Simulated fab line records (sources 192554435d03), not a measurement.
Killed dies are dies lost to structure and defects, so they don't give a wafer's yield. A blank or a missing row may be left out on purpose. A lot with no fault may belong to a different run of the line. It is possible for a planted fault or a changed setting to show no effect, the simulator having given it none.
fab line records | flow n5-finfet
record: lots: 4 | wafers: 12 | last-day: 21
route steps=1938 shown BEOL_M0_CUTY@711 BEOL_M0@715 BEOL_M1@751 PASSIVATION@1936
lots with no fault: from the same line, run without faults
start-h: hours from the record's first day to the start of the lot's first wafer shown | wait-h: hours elapsed since this lot's preceding step | " identical to the entry in the row above | L1.1+2: a row that stands for several wafers | - either no value or no given start | * or withheld: withheld | < > ~ a bound
route shown NAME@n: names a module that has steps shown in the file, with the first one's number in the route | usual: mean and standard deviation over wafers with no fault | same: alike in all rows | chamber/n: place in a boat | sites: the reading at each site | _std_site: the values' standard deviation | _edge_site: outer sites' mean less inner sites' | radius-mm: for every site, how far away it sits from the centre of the wafer | mask NAME#n: copy n | behind: the most recent tool/chamber to have shaped the wafer | hold: the reason the lot was held/the length of the hold in hours/how it ended | device: transistor that didn't switch, given as n, p or np | end of line: tests of these same wafers at the route's end | a step without rows: its recipe alone | killed: not the wafer's yield, but the dies lost to structure and defects at the first sort | map: per-die view of a wafer (x killed, . not killed, _ where there is no die)
set.NAME: the setting that was run; set.NAME@STEP: the one run at that earlier step | model.NAME: the simulator's own value behind a step, which no gauge read
lots at selected steps of the route; one table per step, one row per wafer
services: from which hour (start-h, from the record's first day; less than 0 if before it) a tool's chamber was out of use, for how many hours, and why
== steps ==
step: N5_BEOL_M0_CUTY_DESCUM_61
recipe: chemistry: O2 | time-s: 7.9 | source-power-w: 50 | bias-power-w: 20 | pressure-mtorr: 20 | rf-frequency-hz: 2.712e+07 | temp-c: 40 | resist: CAR-ArF-block | o2-flow-sccm: 225
step: N5_BEOL_M0_CUTY_ETCH_62
recipe: chemistry: CF4 | target: SiARC | mask-material: CAR-ArF-block | time-s: 58.5 | ion-energy-ev: 80 | pressure-mtorr: 40 | source-w: 545 | bias-w: 36 | Ar_flow_sccm: 100 | cf4-flow-sccm: 100 | ends: cleared
step: N5_BEOL_M0_CUTY_ETCH_63
recipe: chemistry: N2/H2 | target: SOC | target-depth-a: 827 | overetch-a: 165 | mask-material: SiARC | temp-c: 40 | ion-energy-ev: 200 | time-s: 124 | pressure-mtorr: 30 | source-w: 840 | bias-w: 150 | n2-flow-sccm: 200 | h2-flow-sccm: 200
step: N5_BEOL_M0_CUTY_STRIP_64
recipe: chemistry: N2/H2 | temp-c: 40 | n2-flow-sccm: 200 | h2-flow-sccm: 200 | rf-frequency-hz: 6e+07
step: N5_BEOL_M0_ETCH_138
recipe: chemistry: CH3F/O2 | target-depth-a: 120 | target: SiCN | time-s: 31.6 | ion-energy-ev: 120 | pressure-mtorr: 30 | source-w: 395 | bias-w: 75 | Ar_flow_sccm: 150 | CH3F_flow_sccm: 30 | O2_flow_sccm: 20 | ends: cleared
step: N5_BEOL_M0_HM_OPEN_105
recipe: chemistry: Cl2/BCl3 | target-depth-a: 120 | target: TiN | ion-energy-ev: 150 | pressure-mtorr: 10 | icp-w: 1000 | bias-w: 126 | Cl2_flow_sccm: 53.25 | bcl3-flow-sccm: 21.75 | Ar_flow_sccm: 25
step: N5_BEOL_M0_STRIP_140
recipe: chemistry: CF4 | resist: SiARC | power-w: 300 | bias-power-w: 75 | pressure-mtorr: 50 | cf4-flow-sccm: 150 | rf-frequency-hz: 6e+07
step: N5_BEOL_M0_STRIP_104
recipe: chemistry: N2/H2 | power-w: 450 | temp-c: 40 | pressure-mtorr: 20 | rf-frequency-hz: 6e+07 | overash-fraction: 0.3 | bias-power-w: 7 | h2-frac: 0.5 | n2-flow-sccm: 200 | h2-flow-sccm: 200
step: N5_BEOL_M0_WET_ETCH_106
recipe: chemistry: DHF | dilution: 10:1 | temp-c: 25 | target: SiO2 | target-depth-a: 1300 | dry: ipa-marangoni | rinse-time-s: 30 | rinse-temp-c: 23
step: N5_BEOL_M0_ETCH_128
recipe: chemistry: CF4/N2 | target-depth-a: 120 | overetch-a: 51 | target: SiCN | time-s: 21.4 | ion-energy-ev: 150 | pressure-mtorr: 40 | source-w: 430 | bias-w: 70 | Ar_flow_sccm: 100 | cf4-flow-sccm: 60 | n2-flow-sccm: 60
step: N5_BEOL_M0_TRENCH_ETCH_107
recipe: chemistry: C4F6/O2 | target-depth-a: 328 | target: SiOC | time-s: 16.4 | ion-energy-ev: 250 | pressure-mtorr: 30 | source-w: 355 | bias-w: 185 | Ar_flow_sccm: 300 | C4F6_flow_sccm: 10 | O2_flow_sccm: 10
step: N5_BEOL_M0_STRIP_142
recipe: chemistry: N2/H2 | time-s: 10 | power-w: 450 | temp-c: 40 | pressure-mtorr: 20 | rf-frequency-hz: 6e+07 | bias-power-w: 7 | n2-flow-sccm: 200 | h2-flow-sccm: 200
usual: drypump-motor-current-A: 5.7/0.4 | h2-flow-sccm: 200.0/0.63 | oes-product-au: 0.79/0.095 | rf-vpp-V: 59.3/0.8 | showerhead-plenum-p-Torr: 2.58/0.098 | temp-c: 40.00/0.11 | throttle-valve-pct: 23.74/0.16
lot.wafer | tool        | chamber | start-h | wait-h | drypump-motor-current-A | h2-flow-sccm | oes-product-au | rf-hours-counter-h | rf-vpp-V | showerhead-plenum-p-Torr | temp-c | throttle-valve-pct
L346.1    | rie-diel-02 | 2       | 139.02  | 0.0    | 5.7                     | 199.7        | 0.82           | 82                 | 60.3     | 2.68                     | 40.00  | 23.97
L346.2    | "           | 0       | "       | "      | 5.6                     | 200.1        | 0.72           | 181                | 58.5     | 2.42                     | 40.20  | 23.47
L346.3    | "           | 3       | "       | "      | 5.6                     | 199.9        | 0.79           | 131                | 60.3     | 2.44                     | 40.03  | 23.81
L353.3    | rie-diel-02 | 2       | 183.79  | 0.0    | 5.7                     | 199.5        | 0.81           | 99                 | 59.2     | 2.67                     | 40.00  | 23.96
L353.4    | "           | 1       | "       | "      | 5.7                     | 201.2        | 0.73           | 169                | 60.4     | 2.64                     | 40.09  | 23.60
L353.5    | "           | 3       | "       | "      | 5.6                     | 200.7        | 0.78           | -                  | 58.8     | 2.44                     | 40.02  | 23.83
L356.1    | rie-diel-02 | 1       | 199.04  | 0.0    | 5.8                     | 199.6        | 0.73           | 174                | 58.2     | 2.63                     | 40.03  | 23.61
L356.3    | "           | 2       | "       | "      | 5.7                     | 200.2        | 0.79           | 104                | 59.8     | 2.67                     | 39.98  | 23.97
L356.4    | "           | 0       | "       | "      | 5.6                     | 200.6        | 0.70           | 200                | 58.2     | 2.42                     | 39.98  | 23.48
L362.2    | rie-diel-04 | 3       | 230.31  | 0.0    | 5.1                     | 199.6        | 1.02           | 1                  | 58.2     | 2.60                     | 39.86  | 23.74
L362.3    | "           | 2       | "       | "      | 5.2                     | 199.4        | 0.68           | 232                | 61.0     | 2.49                     | 40.12  | 23.56
L362.4    | "           | 0       | "       | "      | 6.1                     | 199.0        | 0.92           | 22                 | 60.6     | 2.71                     | 40.02  | 23.58
step: N5_BEOL_M0_HM_STRIP_129
recipe: chemistry: peroxide-tin-strip | material: TiN | target-depth-a: 170 | temp-c: 50 | time-s: 108
step: N5_BEOL_M0_SRD_130
recipe: time-s: 30 | temp-c: 23 | rinse-liquid: diw | dry: ipa-marangoni
step: N5_BEOL_M0_ETCH_109
recipe: chemistry: CH3F/O2 | target-depth-a: 80 | overetch-a: 24 | target: SiCN | time-s: 27.4 | ion-energy-ev: 120 | pressure-mtorr: 30 | source-w: 395 | bias-w: 75 | Ar_flow_sccm: 150 | CH3F_flow_sccm: 30 | O2_flow_sccm: 20
step: N5_BEOL_M0_STRIP_139
recipe: chemistry: post-etch-residue-remover | time-s: 60 | temp-c: 25 | remover-ph: withheld | remover-water-wt-pct: withheld | remover-fluoride-wt-pct: withheld
step: N5_BEOL_M0_SRD_111
recipe: time-s: 30 | temp-c: 23 | rinse-liquid: diw | dry: ipa-marangoni
step: N5_BEOL_M0_DEGAS_112
recipe: ambient: vacuum | temp-c: 250 | time-s: 60
step: N5_BEOL_M0_PRE_CLEAN_113
recipe: gas: H2/He | time-s: 30 | temp-c: 250
step: N5_BEOL_M0_ALD_136
recipe: material: TaN | target-thk-a: * | temp-c: 275 | ald-precursor-family: PDMAT | ald-co-reactant: NH3 | pressure-torr: 3 | carrier-flow-sccm: 1500 | pulse-time-s: 2 | purge-time-s: 3 | co-reactant-purge-time-s: 2 | co-reactant-pulse-time-s: 3 | ald-cycles: 30 | precursor-vessel-temp-c: 75 | precursor-vessel-pressure-torr: 26.25 | precursor-vessel-carrier-sccm: 1000
step: N5_BEOL_M0_SURFACE_TREAT_137
recipe: gas: Ar | time-s: * | ion-energy-ev: * | ion-current-ma-cm2: 0.5 | pressure-mtorr: * | ar-flow-sccm: 30
step: N5_BEOL_M0_CVD_115
recipe: material: Co | target-thk-a: * | temp-c: withheld | precursor: CCTBA/H2 | pressure-torr: 30 | time-s: 120
step: N5_BEOL_M0_SPUTTER_116
recipe: material: Cu | target-thk-a: 40 | temp-c: -20 | chamber-pressure-pa: 0.07 | power-w: withheld | time-s: 7.37
step: N5_BEOL_M0_ANNEAL_117
recipe: temp-c: 400 | time-s: 60 | ambient: vacuum
step: N5_BEOL_M0_SPUTTER_132
recipe: material: Cu | target-thk-a: 40 | temp-c: -20 | chamber-pressure-pa: 0.07 | power-w: withheld | time-s: 7.37
step: N5_BEOL_M0_ANNEAL_133
recipe: temp-c: 400 | time-s: 60 | ambient: vacuum
step: N5_BEOL_M0_SPUTTER_134
recipe: material: Cu | target-thk-a: 40 | temp-c: -20 | chamber-pressure-pa: 0.07 | power-w: withheld | time-s: 7.37
step: N5_BEOL_M0_ANNEAL_135
recipe: temp-c: 400 | time-s: 60 | ambient: vacuum
step: N5_BEOL_M0_SPUTTER_141
recipe: material: Cu | target-thk-a: 40 | temp-c: -20 | chamber-pressure-pa: 0.07 | power-w: withheld | time-s: 7.37
step: N5_BEOL_M0_ECD_118
recipe: material: Cu | target-thk-a: 3000
step: N5_BEOL_M0_ANNEAL_119
recipe: temp-c: 225 | time-s: 90 | ambient: N2
step: N5_BEOL_M0_CMP_120
recipe: stop-on: SiOC | t-overpolish-s: 6.9 | down-force-psi: 1 | platen-rpm: 50 | clearing-platen-down-force-psi: 1.5 | clearing-platen-rpm: 50 | post-cmp-clean: cu-alkaline | clearing-platen-pad-velocity-m-s: 0.99484 | pad-velocity-m-s: 0.99484
step: N5_BEOL_M0_PRE_CLEAN_131
recipe: gas: NH3/H2 | time-s: 15 | temp-c: * | rf-power-w: 300
step: N5_BEOL_M0_CO_CAP_123
recipe: material: Co | target-thk-a: 20 | temp-c: 200 | precursor: CCTBA/H2 | pressure-torr: 30 | time-s: 102.1
step: N5_BEOL_M0_PRE_CLEAN_124
recipe: gas: NH3 | time-s: 15 | temp-c: withheld | rf-power-w: 300
step: N5_BEOL_M0_DEP_125
recipe: material: SiCN | target-thk-a: 80 | temp-c: withheld | precursor: 3MS/NH3 | pressure-torr: 3 | rf-w: 202 | time-s: 14
step: N5_BEOL_M1_ILD_DEP_00
recipe: material: SiOC | target-thk-a: 790 | temp-c: 350 | precursor: DEMS/O2 | pressure-torr: 5 | rf-w: 500 | time-s: 15.3
step: N5_PASSIVATION_PROBE_49
usual: defect-limited-yield: 91.4/1.2 | killed_at_M0_to_M3: 34/10 | killed_at_M4_up: 14/5.1 | killed-at-contacts: 12/6.4 | killed-at-front-end: 38/9.3 | killed-at-other: 4/3 | killed-dies: 102/15 | killed-on-rim: 13/3.6 | killed-open: 67/12 | killed-short: 33/6.9 | sort_bin_5_function: 5.0/0.86 | sort_bin_6_memory: 3.2/0.58 | sort-n-pass: 1078/15 | sort-yield-pct: 91.4/1.2
same: gross-dies: 1180 | killed-at-back-side: 0 | sort_bin_4_leakage[%]: 0 | sort_bin_8_speed[%]: 0
lot.wafer | tool      | chamber | start-h | wait-h | defect-limited-yield[%] | killed_at_M0_to_M3 | killed_at_M4_up | killed-at-contacts | killed-at-front-end | killed-at-other | killed-dies | killed-on-rim | killed-open | killed-short | sort_bin_5_function[%] | sort_bin_6_memory[%] | sort-n-pass | sort-yield-pct[%]
L346.1    | prober-02 | -       | 337.18  | 0.0    | 93.3                    | 24                 | 13              | 9                  | 31                  | 2               | 79          | 8             | 55          | 22           | 4.4                    | 2.1                  | 1101        | 93.3
L346.2    | prober-02 | -       | 337.23  | 0.1    | 92.9                    | 29                 | 5               | 15                 | 31                  | 4               | 84          | 8             | 50          | 34           | 4.2                    | 2.8                  | 1096        | 92.9
L346.3    | prober-02 | -       | 337.28  | 0.1    | 92.1                    | 25                 | 11              | 22                 | 33                  | 2               | 93          | 11            | 62          | 30           | 5.3                    | 2.5                  | 1087        | 92.1
L353.3    | prober-01 | -       | 435.13  | 0.1    | 85.0                    | 115                | 11              | 9                  | 35                  | 7               | 177         | 27            | 51          | 36           | 8.3                    | 4.0                  | 1003        | 85.0
L353.4    | prober-01 | -       | 435.18  | 0.2    | 84.4                    | 120                | 15              | 8                  | 41                  | 0               | 184         | 24            | 71          | 25           | 9.7                    | 3.7                  | 996         | 84.4
L353.5    | prober-01 | -       | 435.23  | 0.2    | 87.9                    | 93                 | 14              | 4                  | 27                  | 5               | 143         | 24            | 52          | 28           | 6.7                    | 3.7                  | 1037        | 87.9
L356.1    | prober-02 | -       | 468.63  | 0.2    | 83.0                    | 135                | 7               | 12                 | 40                  | 7               | 201         | 25            | 72          | 43           | 10.5                   | 4.6                  | 979         | 83.0
L356.3    | prober-02 | -       | 468.73  | 0.3    | 85.8                    | 111                | 12              | 9                  | 35                  | 0               | 167         | 21            | 47          | 29           | 8.5                    | 3.9                  | 1013        | 85.8
L356.4    | prober-02 | -       | 468.78  | 0.4    | 83.6                    | 133                | 5               | 15                 | 37                  | 4               | 194         | 31            | 48          | 30           | 10.5                   | 3.6                  | 986         | 83.6
L362.2    | prober-01 | -       | 509.00  | 0.1    | 90.6                    | 34                 | 4               | 19                 | 50                  | 4               | 111         | 15            | 82          | 28           | 5.8                    | 3.5                  | 1069        | 90.6
L362.3    | prober-01 | -       | 509.05  | 0.1    | 92.4                    | 24                 | 8               | 13                 | 39                  | 6               | 90          | 17            | 58          | 29           | 5.1                    | 2.1                  | 1090        | 92.4
L362.4    | prober-01 | -       | 509.10  | 0.2    | 90.6                    | 27                 | 12              | 15                 | 47                  | 10              | 111         | 13            | 70          | 39           | 5.3                    | 3.7                  | 1069        | 90.6
killed by level:class
L346.1 BEOL_M3:geometric-particle:open=11 MOL_CONTACT_COAG:geometric-particle:open=7 FIN_SAQP:geometric-particle:open=6 BEOL_M0_SAQP:geometric-particle:open=5 ILD0:geometric-particle:open=4 GATE_CUT:geometric-particle:short=4 BEOL_M4:geometric-particle:open=4 BEOL_M5:geometric-particle:open=4
L346.2 MOL_CONTACT_COAG:geometric-particle:open=9 BEOL_M0_SAQP:geometric-particle:short=7 FIN_SAQP:geometric-particle:open=6 MOL_CONTACT_COAG:geometric-particle:short=6 BEOL_M2:geometric-particle:open=6 BEOL_M3:geometric-particle:open=6 DUMMY_GATE:geometric-particle:open=5 FIN_SAQP:geometric-particle:short=4
L346.3 MOL_CONTACT_COAG:geometric-particle:open=16 FIN_SAQP:geometric-particle:open=9 BEOL_M2:geometric-particle:open=7 BEOL_M3:geometric-particle:open=7 STI_FIN_REVEAL:geometric-particle:open=6 MOL_CONTACT_COAG:geometric-particle:short=6 BEOL_M3:geometric-particle:short=6 FIN_SAQP:geometric-particle:short=4
L353.3 BEOL_M0:unspecified=89 FIN_SAQP:geometric-particle:short=9 MOL_CONTACT_COAG:geometric-particle:open=9 BEOL_M0_SAQP:geometric-particle:open=6 GATE_CUT:geometric-particle:short=5 BEOL_M0_SAQP:geometric-particle:short=5 BEOL_M3:geometric-particle:open=5 BEOL_M4:geometric-particle:open=4
L353.4 BEOL_M0:unspecified=88 STI_FIN_REVEAL:geometric-particle:open=11 BEOL_M4:geometric-particle:open=11 FIN_SAQP:geometric-particle:short=9 MOL_CONTACT_COAG:geometric-particle:open=8 BEOL_M2:geometric-particle:open=8 BEOL_M0_SAQP:geometric-particle:short=7 BEOL_M0_SAQP:geometric-particle:open=7
L353.5 BEOL_M0:unspecified=63 BEOL_M4:geometric-particle:open=10 BEOL_M0_SAQP:geometric-particle:short=8 BEOL_M0_SAQP:geometric-particle:open=7 STI_FIN_REVEAL:geometric-particle:open=5 DUMMY_GATE:geometric-particle:open=4 GATE_CUT:geometric-particle:short=4 BEOL_M1:geometric-particle:open=4
L356.1 BEOL_M0:unspecified=85 BEOL_M0_SAQP:geometric-particle:short=16 BEOL_M2:geometric-particle:open=11 BEOL_M0_SAQP:geometric-particle:open=10 FIN_SAQP:geometric-particle:open=8 GATE_CUT:geometric-particle:short=8 MOL_CONTACT_COAG:geometric-particle:open=8 STI_FIN_REVEAL:geometric-particle:open=6
L356.3 BEOL_M0:unspecified=90 FIN_SAQP:geometric-particle:open=7 STI_FIN_REVEAL:geometric-particle:open=7 MOL_CONTACT_COAG:geometric-particle:open=7 FIN_SAQP:geometric-particle:short=5 GATE_CUT:geometric-particle:short=4 BEOL_M2:geometric-particle:open=4 BEOL_M4:geometric-particle:open=4
L356.4 BEOL_M0:unspecified=115 GATE_CUT:geometric-particle:short=10 MOL_CONTACT_COAG:geometric-particle:open=10 FIN_SAQP:geometric-particle:open=5 MOL_CONTACT_COAG:geometric-particle:short=5 BEOL_M0_SAQP:geometric-particle:short=5 FIN_SAQP:geometric-particle:short=4 DUMMY_GATE:geometric-particle:open=4
L362.2 STI_FIN_REVEAL:geometric-particle:open=20 MOL_CONTACT_COAG:geometric-particle:open=15 BEOL_M2:geometric-particle:open=10 BEOL_M0_SAQP:geometric-particle:open=9 DUMMY_GATE:geometric-particle:open=6 FIN_SAQP:geometric-particle:short=5 BEOL_M0_SAQP:geometric-particle:short=5 ILD0:geometric-particle:short=4
L362.3 MOL_CONTACT_COAG:geometric-particle:open=11 STI_FIN_REVEAL:geometric-particle:open=10 BEOL_M1:geometric-particle:open=8 BEOL_M2:geometric-particle:open=6 FIN_SAQP:geometric-particle:short=5 DUMMY_GATE:geometric-particle:open=5 FIN_SAQP:geometric-particle:open=4 STI_FIN_REVEAL:geometric-particle:short=4
L362.4 MOL_CONTACT_COAG:geometric-particle:open=11 BEOL_M2:geometric-particle:open=11 STI_FIN_REVEAL:geometric-particle:open=10 STI_FIN_REVEAL:geometric-particle:short=7 DUMMY_GATE:geometric-particle:open=7 BEOL_M0_SAQP:geometric-particle:short=6 FIN_SAQP:geometric-particle:short=5 GATE_CUT:geometric-particle:short=5
map L353.4 (x killed, . not)
_________________............________________
______________............x....._____________
___________...........x...x..x.....__________
__________.....................x.x.._________
________........................xx...._______
_______.x..........x...................______
______..x...........x.............xx...x_____
_____.........................x..........____
____...............x......................___
___........x........x......................__
___.x..............x..x............x..x.xx.__
__..............................x...xxx..xxx_
__..x........xx.................xx....xxxxxx_
_....................x.............x..xxxxxxx
_...........xx................x..x..xxxxxxxxx
_.................................x.xxxxxxxxx
_.....x.x.x.......................xxxxxxxxxxx
_.x...x.........................x..xxxxxxxxxx
_.x....x....xx.............x....x.xx..xxxxxxx
_x.x................xx.........x..xxxxxxxxxxx
_....x.x.................x............xxxxxxx
__.........xx......x..........x....x..x.xxxx_
__..x.x................x...........x....xx.._
___......................................xx__
___..x...................x..........x.....x__
____..........x...........................___
_____.x.........x..................xx....____
______.........x........................_____
_______..x........x..................x.______
________...x...x......................_______
__________.........................._________
___________....x..x.............x..__________
______________...x......x..x...._____________
_________________....x.......________________
map L356.1 (x killed, . not)
_________________.....x......________________
______________....x.......x....._____________
___________........................__________
__________.............x....xx.x...._________
________...x........x....x....x......._______
_______.x.x..............x....x.....x.x______
______......x.....x............x..x..x.._____
_____..x.x........x...x..................____
____......x..xx.x.........................___
___xx....................x........x..x....x__
___x.......x..............x.............x..__
__.................x..xxx..x..x......x.xxxxx_
__......x...x.....x.......x..........x.xxxx._
_......x...x..........x..xx...........xxxxxxx
_.......x......x.....x...x........xxxxxxxxxxx
_.x..x.................x......x.....xxxxxxxxx
_.............x.x...........xx.....xxxxxxxxxx
_....xx...........x..............x..xx.xxxxxx
_x............x...........x...x....xxxxxxxxxx
_x....x..x.................x......x.xxxxxxxxx
_...xx..................x........x..xxx.xxxxx
__.......x....x..................x....xxxx.._
__.......................x.....x...........x_
___........................................__
___.x.....x........x............x..........__
____..............xx.x....................___
_____.........x.x................x.....x.____
______................xx................_____
_______.......x.............x....xx....______
________................x............._______
__________..x...........x..........._________
___________................x.......__________
______________....x..x.........._____________
_________________..........x.________________
== services ==
tool        | chamber | start-h | hours | kind
rie-diel-04 | 0       | 157.01  | -     | clean
rie-diel-04 | 0       | 157.01  | -     | consumable-replace:focus-ring
rie-diel-04 | 0       | 157.01  | -     | consumable-replace:showerhead
rie-diel-04 | 0       | 157.01  | 20.0  | scheduled-down
rie-diel-04 | 0       | 157.01  | 20.0  | vent-cycle
rie-diel-04 | 3       | 212.32  | -     | clean
rie-diel-04 | 3       | 212.32  | -     | consumable-replace:focus-ring
rie-diel-04 | 3       | 212.32  | 13.7  | scheduled-down
rie-diel-04 | 3       | 212.32  | 13.7  | vent-cycle
== key ==
first-sign: step: N5_PASSIVATION_PROBE_49 | reading: killed_at_M0_to_M3 | direction: up | sigmas: 8 | usual: 34 | struck: 118
effect: step: N5_PASSIVATION_PROBE_49 | reading: defect-limited-yield | direction: down | sigmas: 5.2 | usual: 91.4 | struck: 84.9
more-kills-born-at: N5_BEOL_M0_STRIP_142@rie-diel-02: 530
met-at N5_BEOL_M0_STRIP_142
struck-wafers L353.3,L353.4,L353.5,L356.1,L356.3,L356.4
onset-between 139.02 183.79
fault: kind: chamber-particle-source | tool: rie-diel-02 | chamber: - | onset-h: 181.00 | steps: N5_BEOL_M0_STRIP_142 | rate-per-visit-cm2: 0.82253 | end-h: 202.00
